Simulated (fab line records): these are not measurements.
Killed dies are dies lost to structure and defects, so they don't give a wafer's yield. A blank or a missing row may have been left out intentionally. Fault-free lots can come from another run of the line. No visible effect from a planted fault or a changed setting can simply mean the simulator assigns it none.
Matching of chambers | flow n5 finfet | N5_FIN_SAQP_MANDREL_ETCH_22 on rie si-03 has 4 sister chambers
The step etches a-Si in HBr/Cl2, stops on SiNx, target depth 60 nm, bt time 10 s, time 30 s. 8 wafers are shown with their chamber, then 12 later ones without.

== WAFERS WITH THEIR CHAMBER ==
wafer  | chamber | throttle valve pct (%) | oes product au (a.u.)
L080.4 | 1       | 35.59                  | 0.790
L080.5 | 1       | 35.59                  | 0.784
L082.3 | 2       | 35.03                  | 0.775
L082.4 | 3       | 35.23                  | 0.774
L082.6 | 0       | 35.02                  | 0.774
L089.1 | 2       | 35.01                  | 0.784
L089.3 | 0       | 35.04                  | 0.766
L089.4 | 3       | 35.23                  | 0.766

== WAFERS WHOSE CHAMBER IS MISSING ==
wafer  | throttle valve pct (%) | oes product au (a.u.)
L095.1 | 35.01                  | 0.801
L095.3 | 35.27                  | 0.768
L095.4 | 35.59                  | 0.780
L096.1 | 35.23                  | 0.760
L096.2 | 35.04                  | 0.763
L096.3 | 35.61                  | 0.774
L096.4 | 34.98                  | 0.796
L096.5 | 35.58                  | 0.794
L096.6 | 35.02                  | 0.779
L097.3 | 35.27                  | 0.762
L097.4 | 34.99                  | 0.790
L097.6 | 35.57                  | 0.795

== WHICH CHAMBER EACH WENT THROUGH ==
wafer  | from the rows above     | in truth
L095.1 | can't be placed: 2 or 0 | 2
L095.3 | 3                       | 3
L095.4 | 1                       | 1
L096.1 | 3                       | 3
L096.2 | can't be placed: 0 or 2 | 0
L096.3 | 1                       | 1
L096.4 | can't be placed: 2 or 0 | 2
L096.5 | 1                       | 1
L096.6 | can't be placed: 2 or 0 | 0
L097.3 | 3                       | 3
L097.4 | can't be placed: 2 or 0 | 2
L097.6 | 1                       | 1
Placed correctly: 7 of 12. These rows do not allow placing 5 (true chamber among the candidates in 5). Wrongly placed: 0.
How it was worked out, from the rows above alone: a wafer's distance from a chamber is the root of the sum, over the readings, of the square of ((its reading less the chamber's mean) divided by the reading's scatter). The wafer belongs to the nearest chamber; if the next one is less than 2 further off, it can't be placed. Each chamber's mean is taken over the wafers shown for it. How the scatter is found: for the shown wafers, subtract from each reading the mean of its chamber, square and add these, divide the total by (wafers less chambers), then take the root.
